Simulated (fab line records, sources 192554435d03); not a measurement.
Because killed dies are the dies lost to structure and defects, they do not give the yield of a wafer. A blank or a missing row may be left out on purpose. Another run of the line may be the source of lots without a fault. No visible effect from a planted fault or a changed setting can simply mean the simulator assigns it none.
Lot-split experiment | flow n5 finfet | 39 wafers read from 7 lots, route of 1938 steps

THE SPLIT
At N5_BEOL_M3_TRENCH_ETCH_37 (etches SiOC in C4F6/O2, target depth 55.555 nm, time 29.2 s), the setting target depth a was moved away from the recipe's 555.55 angstrom on 18 of the 39 wafers read, by -57.5% to +19.5%. For the rest of the wafers, this setting stayed at what the recipe calls for.

FROM THE SPLIT TO THE READING: what the file shows between them, 2 steps
- N5_BEOL_M3_ETCH_41: etches SiCN in CH3F/O2, target depth 29.9 nm, time 52.5 s
- N5_BEOL_M3_STRIP_97: strips in N2/H2, time 10 s

THE READING
trench depth nm, in nm, at N5_BEOL_M3_OCD_MEAS_38. On this fab line, fault-free wafers typically give 55.6 nm with a standard deviation of 1.1 nm.

wafer  | tool, chamber at the split | target depth a as run, angstrom | against the recipe | trench depth nm, nm | against lot-mates on the recipe
L077.1 | rie diel-03, 1             | 664                             | +19.5%             | 65.8                | +10.6
L077.2 | rie diel-03, 3             | 555.55                          | recipe             | 54.4                | -
L077.3 | rie diel-03, 0             | 555.55                          | recipe             | 55.9                | -
L077.4 | rie diel-03, 2             | 664                             | +19.5%             | 66.5                | +11.3
L077.5 | rie diel-03, 2             | 555.55                          | recipe             | 55.2                | -
L077.6 | rie diel-03, 1             | 664                             | +19.5%             | 66.0                | +10.8
L079.1 | rie diel-02, 0             | 555.55                          | recipe             | 55.2                | -
L079.2 | rie diel-02, 3             | 395.5                           | -28.8%             | 41.0                | -13.9
L079.3 | rie diel-02, 2             | 555.55                          | recipe             | 54.1                | -
L079.4 | rie diel-02, 1             | 555.55                          | recipe             | 55.3                | -
L079.5 | rie diel-02, 2             | 395.5                           | -28.8%             | 38.8                | -16.1
L079.6 | rie diel-02, 1             | 395.5                           | -28.8%             | 40.1                | -14.8
L082.1 | rie diel-02, 1             | 555.55                          | recipe             | 56.3                | -
L082.2 | rie diel-02, 0             | 427.6                           | -23.0%             | 43.5                | -12.3
L082.3 | rie diel-02, 3             | 427.6                           | -23.0%             | 45.2                | -10.6
L082.4 | rie diel-02, 2             | 555.55                          | recipe             | 55.3                | -
L082.5 | rie diel-02, 2             | 427.6                           | -23.0%             | 42.2                | -13.6
L082.6 | rie diel-02, 1             | 555.55                          | recipe             | 55.9                | -
L084.1 | rie diel-06, 3             | 555.55                          | recipe             | 54.8                | -
L084.2 | rie diel-06, 2             | 555.55                          | recipe             | 54.4                | -
L084.3 | rie diel-06, 0             | 654.9                           | +17.9%             | 64.5                | +9.9
L084.4 | rie diel-06, 1             | 654.9                           | +17.9%             | 66.6                | +12.0
L084.5 | rie diel-06, 2             | 654.9                           | +17.9%             | 65.1                | +10.5
L084.6 | rie diel-06, 3             | 555.55                          | recipe             | 54.6                | -
L090.1 | rie diel-03, 0             | 235.9                           | -57.5%             | 23.5                | -31.6
L090.2 | rie diel-03, 1             | 555.55                          | recipe             | 54.5                | -
L090.3 | rie diel-03, 3             | 235.9                           | -57.5%             | 23.6                | -31.5
L090.4 | rie diel-03, 2             | 555.55                          | recipe             | 54.6                | -
L090.5 | rie diel-03, 3             | 235.9                           | -57.5%             | 24.1                | -31.0
L090.6 | rie diel-03, 0             | 555.55                          | recipe             | 56.1                | -
L095.1 | rie diel-03, 0             | 378.6                           | -31.9%             | 38.5                | -17.1
L095.2 | rie diel-03, 1             | 555.55                          | recipe             | 55.0                | -
L095.3 | rie diel-03, 2             | 555.55                          | recipe             | 55.0                | -
L095.4 | rie diel-03, 3             | 378.6                           | -31.9%             | 39.0                | -16.6
L095.5 | rie diel-03, 2             | 378.6                           | -31.9%             | 36.9                | -18.7
L095.6 | rie diel-03, 3             | 555.55                          | recipe             | 56.9                | -
L097.2 | rie diel-03, 2             | 555.55                          | recipe             | 54.8                | -
L097.4 | rie diel-03, 1             | 555.55                          | recipe             | 54.8                | -
L097.6 | rie diel-03, 1             | 555.55                          | recipe             | 55.5                | -

THE FIT
A straight line over all 39 wafers: trench depth nm changes by +0.543 nm for each +1% of target depth a; r = +1.00; the points scatter about the line by 0.84 nm.
The same after taking each lot's own level away (the mean of its wafers on the recipe; 39 wafers): +0.548 nm for each +1%; r = +1.00; scatter 0.8 nm.
That fit puts the effect of the largest move of target depth a on the reading at 32 nm.
Measured against the standard deviation above, the lots' own levels, which go from 54.60 to 55.83 nm, span 1.1 times it.
The two slopes are in agreement: the lot-to-lot level therefore moves the slope only a little.
Check: -31.3 nm against its lot-mates is what the line predicts for one of the wafers moved furthest among these (-57.5%) when that wafer is left out of the fit. It came out at -31.6 nm against them.

OTHER SPLITS APPLIED TO THESE WAFERS
Other splits were also applied to these wafers ahead of the reading. Each is held against what the fit with the lots' levels taken away leaves over:
other split on the same wafers          | wafers away from the commonest value | r with trench depth nm (lot level and that fit taken away)
N5_ZERO_LAYER_DEVELOP_10 develop time s | 18                                   | +0.29
N5_DUMMY_GATE_CVD_03 time s             | 30                                   | -0.18
N5_SDB_HM_DEP_00 target thk a           | 15                                   | -0.03
N5_HKMG_FIN_ETCH_86 target depth a      | 12                                   | -0.09
N5_BEOL_M1_ALD_98 ald cycles            | 15                                   | +0.15

THE WHOLE CHAIN: every reading that the file lists as answering this split, in the file's order
step                      | what it does                                                | reading                                                                          | change (the file's fit)                | r (the file's)
N5_BEOL_M3_TRENCH_ETCH_37 | etches SiOC in C4F6/O2, target depth 55.555 nm, time 29.2 s | BEOL_M3.feature depth nm (the simulator's own value, which no gauge read)        | +0.545 nm for each +1% of the setting  | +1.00
N5_BEOL_M3_TRENCH_ETCH_37 | etches SiOC in C4F6/O2, target depth 55.555 nm, time 29.2 s | etch.depth nm (the simulator's own value, which no gauge read)                   | +0.544 nm for each +1% of the setting  | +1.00
N5_BEOL_M3_TRENCH_ETCH_37 | etches SiOC in C4F6/O2, target depth 55.555 nm, time 29.2 s | TiN_of_BEOL_M3_HM_DEP_02.thk nm (the simulator's own value, which no gauge read) | -0.0238 nm for each +1% of the setting | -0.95
N5_BEOL_M3_OCD_MEAS_38    |                                                             | trench depth nm                                                                  | +0.545 nm for each +1% of the setting  | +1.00

FILE'S OWN FIT
trench depth nm changes by +0.545 nm for each +1% of target depth a, r = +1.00.
